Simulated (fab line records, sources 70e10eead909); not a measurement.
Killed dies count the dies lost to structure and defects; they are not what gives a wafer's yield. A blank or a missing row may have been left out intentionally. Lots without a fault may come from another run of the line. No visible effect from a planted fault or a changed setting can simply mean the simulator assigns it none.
What tool caused it? | flow nand_harc | 42 wafers from 14 lots sampled at 5 of the route's 1159 steps

WHAT THE GAUGES SHOWED, per wafer
NHARC_THIN_TSV_THK_MEAS_02: measures by ir.
lot  | measured     | on            | thk_nm (nm)
L784 | day 18 22:59 | film_metro-02 | 3000 2696 3025
L783 | day 19 00:13 | film_metro-02 | 2990 2982 3070
L785 | day 19 01:25 | film_metro-01 | 3032 3080 3337
L787 | day 19 10:56 | film_metro-01 | 3077 3037 2561
L789 | day 20 09:46 | film_metro-02 | 3522 3499 3235
L791 | day 20 14:05 | film_metro-01 | 3009 2791 2817
L790 | day 20 15:18 | film_metro-01 | 3189 3006 2912
L792 | day 20 12:10 | film_metro-01 | 3214 2899 2781
L794 | day 21 13:38 | film_metro-02 | 2878 2836 2555
L800 | day 22 21:50 | film_metro-02 | 2977
L799 | day 23 02:08 | film_metro-01 | 2842
L804 | day 24 01:58 | film_metro-02 | 3123 3030 3225
L805 | day 23 13:37 | film_metro-02 | 3059 3244 3039
L806 | day 24 06:57 | film_metro-01 | 3359 3143 3044

NHARC_THIN_TSV_CD_MEAS_33: target cd 5000 nm.
lot  | measured     | on        | cd_nm (nm)
L784 | day 19 06:06 | cd_sem-02 | 4998.6 4997.8 4997.6
L783 | day 19 07:14 | cd_sem-02 | 4998.9 5000.2 5002.7
L785 | day 19 08:25 | cd_sem-01 | 5004.6 4997.9 5003.1
L787 | day 19 18:10 | cd_sem-03 | 5001.9 5007.1 4999.6
L789 | day 20 16:45 | cd_sem-01 | 4998.0 5000.5 5001.7
L791 | day 20 21:20 | cd_sem-02 | 5001.2 4999.1 4999.2
L790 | day 20 22:38 | cd_sem-02 | 4998.7 4998.2 5002.5
L792 | day 20 19:19 | cd_sem-02 | 5004.6 5003.3 5002.2
L794 | day 21 21:18 | cd_sem-03 | 5004.1 5005.5 5003.1
L800 | day 23 05:10 | cd_sem-03 | 4997.0
L799 | day 23 09:11 | cd_sem-03 | 4997.0
L804 | day 24 08:56 | cd_sem-03 | 4996.5 5001.8 5000.4
L805 | day 23 21:41 | cd_sem-03 | 4996.1 4999.8 4998.9
L806 | day 24 14:05 | cd_sem-02 | 5001.0 4997.1 4998.5

NHARC_END_SORT_01.
lot  | measured     | on        | killed_at_array | killed_at_other | killed_at_periphery | killed_dies | killed_open | killed_short
L787 | day 20 06:50 | prober-01 | 49 49 51        | 0 1 1           | 1 3 3               | 50 53 55    | 7 3 5       | 0 1 0
L789 | day 21 02:23 | prober-01 | 32 30 32        | 1 0 0           | 2 3 3               | 35 33 35    | 4 2 5       | 0 0 3
L794 | day 22 07:40 | prober-02 | 41 47 48        | 0 0 0           | 2 3 1               | 43 50 49    | 3 4 3       | 0 6 0
L800 | day 23 13:37 | prober-02 | 663 671 29      | 0 0 0           | 3 2 3               | 666 673 32  | 2 1 3       | 0 2 0
L799 | day 24 05:12 | prober-02 | 663 664 31      | 0 1 1           | 3 0 1               | 666 665 33  | 2 1 4       | 2 1 3
L805 | day 24 12:58 | prober-02 | 36 31 27        | 1 0 2           | 1 1 4               | 38 32 33    | 2 1 1       | 1 0 1

TOOL THAT RAN EACH LOT (tool first, then ch and the chambers of the sampled wafers, then the start)
lot  | NHARC_A_STAIRCASE_DEP_322       | NHARC_THIN_TSV_DEGAS_49
L784 | pecvd-01 ch 1,2, day 12 17:50   | pvd_sputter-02, day 19 02:59
L783 | pecvd-04 ch 0,1,2, day 12 20:56 | pvd_sputter-03, day 19 04:04
L785 | pecvd-04 ch 0,1,2, day 13 07:12 | pvd_sputter-02, day 19 05:17
L787 | pecvd-01 ch 0,1, day 14 00:57   | pvd_sputter-01, day 19 14:55
L789 | pecvd-04 ch 1,2, day 14 09:28   | pvd_sputter-02, day 20 13:39
L791 | pecvd-03 ch 0,1, day 15 00:10   | pvd_sputter-01, day 20 18:11
L790 | pecvd-04 ch 0,2, day 15 00:10   | pvd_sputter-01, day 20 19:26
L792 | pecvd-01 ch 0,1,2, day 15 00:10 | pvd_sputter-01, day 20 16:07
L794 | pecvd-04 ch 0,1, day 16 03:22   | pvd_sputter-01, day 21 18:08
L800 | pecvd-01 ch 1,2, day 16 23:37   | pvd_sputter-01, day 23 02:00
L799 | pecvd-01 ch 0,1,2, day 17 00:11 | pvd_sputter-03, day 23 05:57
L804 | pecvd-03 ch 0,1, day 18 01:19   | pvd_sputter-03, day 24 05:48
L805 | pecvd-04 ch 0,1, day 18 01:29   | pvd_sputter-02, day 23 18:32
L806 | pecvd-04 ch 0,1,2, day 18 11:27 | pvd_sputter-01, day 24 10:57
- NHARC_A_STAIRCASE_DEP_322: deposits SiO2, target thk 3800 nm.
- NHARC_THIN_TSV_DEGAS_49: time 120 s.

WHAT THE TOOLS THEMSELVES READ (means of the sampled wafers that have a number; where no wafer has one, the mark that the record gives instead)
NHARC_A_STAIRCASE_DEP_322.
lot  | tool     | heater_power_w (W) | mfc_precursor_sccm (sccm)
L784 | pecvd-01 | 749                | 199.8
L783 | pecvd-04 | 618                | 199.8
L785 | pecvd-04 | 601                | 199.6
L787 | pecvd-01 | 739                | 199.7
L789 | pecvd-04 | 634                | 199.4
L791 | pecvd-03 | 684                | 200.1
L790 | pecvd-04 | 556                | 199.8
L792 | pecvd-01 | 840                | 200.5
L794 | pecvd-04 | 585                | 200.1
L800 | pecvd-01 | 729                | 200.2
L799 | pecvd-01 | 779                | 199.5
L804 | pecvd-03 | 735                | 200.0
L805 | pecvd-04 | 601                | 200.1
L806 | pecvd-04 | 585                | 199.5

NHARC_THIN_TSV_DEGAS_49.
lot  | tool           | heater_power_w (W)
L784 | pvd_sputter-02 | 491
L783 | pvd_sputter-03 | 492
L785 | pvd_sputter-02 | 481
L787 | pvd_sputter-01 | 443
L789 | pvd_sputter-02 | 490
L791 | pvd_sputter-01 | 435
L790 | pvd_sputter-01 | 424
L792 | pvd_sputter-01 | 414
L794 | pvd_sputter-01 | 444
L800 | pvd_sputter-01 | 417
L799 | pvd_sputter-03 | 501
L804 | pvd_sputter-03 | 485
L805 | pvd_sputter-02 | 484
L806 | pvd_sputter-01 | 453

THE ANSWER, worked out from the rows above alone
Rule: what is usual is taken from the lots themselves. Put in order of their means at a reading, lots are off if they are a third of the lots or fewer, leave a main group of 4 or more, and stand apart from it by a gap of 3 or more times the standard deviation of the main group's means; of several such gaps the widest counts. The tables above print the reading to a certain number of digits; a main group whose means all agree to those digits is not used. Also off: a lot with no number at a reading for which 4 or more lots have one. Any other lot the step has rows for is counted as sound. After the gauges, taken in route order, come the tools' own readings; for these a lot's mean is taken, as printed above. At the first step where some lot is off, the reading lying furthest off is the one used; lots without a number count as furthest.
Off: L800, L799 (NHARC_END_SORT_01, killed_dies). Main group: mean 42, sd 8.1. Neither off nor sound, because the step has no rows for them: L784, L783, L785, L791, L790, L792, L804, L806.
If a tool, at a process step before that reading, ran all the lots that are off and no sound lot after the first of them, it fits. Those tools and the gauges at NHARC_END_SORT_01 are tried in the same way. One fits: NHARC_A_STAIRCASE_DEP_322 on pecvd-01. Its last sound lot is L787 (day 14 00:57), its first lot that is off L800 (day 16 23:37): a fault that began between those two fits.

WHAT THE SIMULATOR HAD PUT IN
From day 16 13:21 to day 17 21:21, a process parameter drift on pecvd-01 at NHARC_A_STAIRCASE_DEP_322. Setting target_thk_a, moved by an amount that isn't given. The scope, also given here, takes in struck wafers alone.
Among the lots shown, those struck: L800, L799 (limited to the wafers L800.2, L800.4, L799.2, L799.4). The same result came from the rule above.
